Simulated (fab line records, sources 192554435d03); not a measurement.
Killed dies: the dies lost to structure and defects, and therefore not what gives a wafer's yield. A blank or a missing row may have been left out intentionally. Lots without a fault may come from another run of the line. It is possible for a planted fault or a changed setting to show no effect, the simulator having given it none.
Chamber matching / flow n5Finfet / N5_BEOL_M7_DESCUM_16 on rieDiel-04: 4 sister chambers
The step chemistry O2, time 7.9 s. 4 wafers are shown with their chamber, then 11 later ones without.

== EACH WAFER AND ITS CHAMBER ==
wafer=L083.1; chamber=2; showerheadPlenumPTorr (Torr)=2.17
wafer=L082.3; chamber=0; showerheadPlenumPTorr (Torr)=2.16
wafer=L084.6; chamber=1; showerheadPlenumPTorr (Torr)=2.03
wafer=L085.3; chamber=3; showerheadPlenumPTorr (Torr)=2.22

== WAFERS WHOSE CHAMBER IS MISSING ==
wafer=L085.4; showerheadPlenumPTorr (Torr)=2.17
wafer=L085.5; showerheadPlenumPTorr (Torr)=2.22
wafer=L086.4; showerheadPlenumPTorr (Torr)=2.17
wafer=L086.5; showerheadPlenumPTorr (Torr)=2.02
wafer=L086.6; showerheadPlenumPTorr (Torr)=2.16
wafer=L088.2; showerheadPlenumPTorr (Torr)=2.22
wafer=L088.4; showerheadPlenumPTorr (Torr)=2.17
wafer=L088.5; showerheadPlenumPTorr (Torr)=2.16
wafer=L089.1; showerheadPlenumPTorr (Torr)=2.17
wafer=L089.5; showerheadPlenumPTorr (Torr)=2.17
wafer=L089.6; showerheadPlenumPTorr (Torr)=2.22

== WHICH CHAMBER EACH ONE RAN IN ==
wafer=L085.4; from the rows above=2; in truth=2
wafer=L085.5; from the rows above=3; in truth=3
wafer=L086.4; from the rows above=2; in truth=2
wafer=L086.5; from the rows above=1; in truth=1
wafer=L086.6; from the rows above=0; in truth=0
wafer=L088.2; from the rows above=3; in truth=3
wafer=L088.4; from the rows above=2; in truth=2
wafer=L088.5; from the rows above=0; in truth=0
wafer=L089.1; from the rows above=2; in truth=2
wafer=L089.5; from the rows above=2; in truth=2
wafer=L089.6; from the rows above=3; in truth=3
11 of 11 placed correctly. Not placeable from these rows: 0. Placed wrongly: 0.
How it was worked out, from the rows above alone: a wafer's distance from a chamber is the root of the sum, over the readings, of the square of ((its reading less the chamber's mean) divided by the reading's scatter). The wafer belongs to the nearest chamber; if the next one is less than 2 further off, it can't be placed. For every chamber, the mean is computed from those of its wafers that are shown. The scatter: with one shown wafer a chamber, the root of the mean of the squares of how far each hidden wafer lies from its nearest shown one.
